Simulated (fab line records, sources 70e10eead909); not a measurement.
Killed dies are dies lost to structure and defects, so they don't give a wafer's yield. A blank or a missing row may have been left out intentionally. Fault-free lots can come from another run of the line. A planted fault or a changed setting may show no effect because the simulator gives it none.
The tool behind it: which one? -- flow nand_harc -- 11 lots with 33 wafers sampled at 4 steps, on a route of 1302 steps

== WHAT THE GAUGES SHOWED, per wafer ==
NHARC_A_SIN_REMOVE_INSPECT_04.
lot,measured,on,raw_defect_count
L461,day 20 10:52,defect_inspect-01,263 403 368
L465,day 22 22:17,defect_inspect-01,417 506 516
L469,day 23 04:52,defect_inspect-02,337 365 435
L468,day 23 09:32,defect_inspect-02,1368 1454 1374
L470,day 24 03:02,defect_inspect-02,1362 1344 1384
L477,day 26 23:16,defect_inspect-02,288 344 325
L479,day 27 22:28,defect_inspect-02,397 325 394
L480,day 28 15:25,defect_inspect-01,368 278 378
L481,day 28 18:25,defect_inspect-01,304 353 392
L483,day 29 18:51,defect_inspect-02,371 403 307
L484,day 30 00:40,defect_inspect-01,452 379 346

== WHAT TOOL EACH LOT RAN ON (gives the tool, then ch and the chambers of the sampled wafers, and finally the start) ==
lot,NHARC_A_SGD_CUT_STRIP_28,NHARC_A_SLIT_DESCUM_14,NHARC_A_SLIT_PRECLEAN_19
L461,"rie_diel-10 ch 1,3, day 19 21:58 or earlier","rie_diel-11 ch 0,2,3, day 19 21:58","wet_bench-09 ch 4,6,7, day 20 04:08"
L465,"rie_diel-13 ch 0,1, day 22 08:45 or earlier","rie_diel-03 ch 1,2, day 22 08:45","wet_bench-02 ch 1,2,3, day 22 15:34"
L469,"rie_diel-13 ch 1,3, day 22 15:56 or earlier","rie_diel-11 ch 1,2,3, day 22 15:56","wet_bench-02 ch 2,3,4, day 22 22:03"
L468,"rie_diel-10 ch 0,3, day 22 18:52 or earlier","rie_diel-11 ch 1,3, day 22 18:52","wet_bench-02 ch 0,4,7, day 23 01:50"
L470,"rie_diel-13 ch 0,1,2, day 23 14:07 or earlier","rie_diel-11 ch 0,3, day 23 14:07","wet_bench-02 ch 1,3,6, day 23 20:19"
L477,"rie_diel-07 ch 1,2,3, day 26 10:20 or earlier","rie_diel-03 ch 0,2,3, day 26 10:20","wet_bench-02 ch 2,3,5, day 26 16:31"
L479,"rie_diel-10 ch 0,1,3, day 27 03:27","rie_diel-04 ch 0,1,3, day 27 10:35","wet_bench-02 ch 3,4,5, day 27 16:44"
L480,"rie_diel-10 ch 0,3, day 28 02:28 or earlier","rie_diel-03 ch 0,1,3, day 28 02:28","wet_bench-03 ch 3,4,5, day 28 08:37"
L481,"rie_diel-07 ch 2,3, day 28 02:38 or earlier","rie_diel-11 ch 1,2, day 28 02:38","wet_bench-02 ch 2,6,7, day 28 11:40"
L483,"rie_diel-07 ch 2,3, day 28 20:53 or earlier","rie_diel-04 ch 0,2,3, day 28 20:53","wet_bench-09 ch 0,1,6, day 29 12:07"
L484,"rie_diel-07 ch 1,2,3, day 29 10:08 or earlier","rie_diel-04 ch 0,1,3, day 29 10:08","wet_bench-02 ch 3,6,7, day 29 16:14"
- NHARC_A_SGD_CUT_STRIP_28: strips in O2, time 20 s.
- NHARC_A_SLIT_DESCUM_14: chemistry O2, time 3 s.
- NHARC_A_SLIT_PRECLEAN_19: cleans in SC1.

== THE ANSWER, worked out from the rows above alone ==
Rule: usual is defined by the lots themselves. The widest of any qualifying gaps counts: lots, ordered by their means at a reading, are off when they make up no more than a third of the lots, leave a main group of 4 or more, and stand apart from it by 3 or more times the standard deviation of that group's means. A main group whose means are all the same, to the digits that the tables above print for the reading, isn't used. A lot without any number at a reading at which 4 lots or more have one is off too. All remaining lots with rows at the step are treated as sound.
Off: L468, L470, at NHARC_A_SIN_REMOVE_INSPECT_04 (raw_defect_count). The main group: mean 371, standard deviation 44.
A tool fits if, at a process step before that reading, it ran every lot that is off, and no sound lot after the first of them. The gauges at NHARC_A_SIN_REMOVE_INSPECT_04 are tried like those tools. Because NHARC_A_SGD_CUT_STRIP_28 lacks a start for some lots, the hours and order of its lots are taken from NHARC_A_SLIT_DESCUM_14. Not one of the candidates tried fits.

== WHAT WAS PUT IN BY THE SIMULATOR ==
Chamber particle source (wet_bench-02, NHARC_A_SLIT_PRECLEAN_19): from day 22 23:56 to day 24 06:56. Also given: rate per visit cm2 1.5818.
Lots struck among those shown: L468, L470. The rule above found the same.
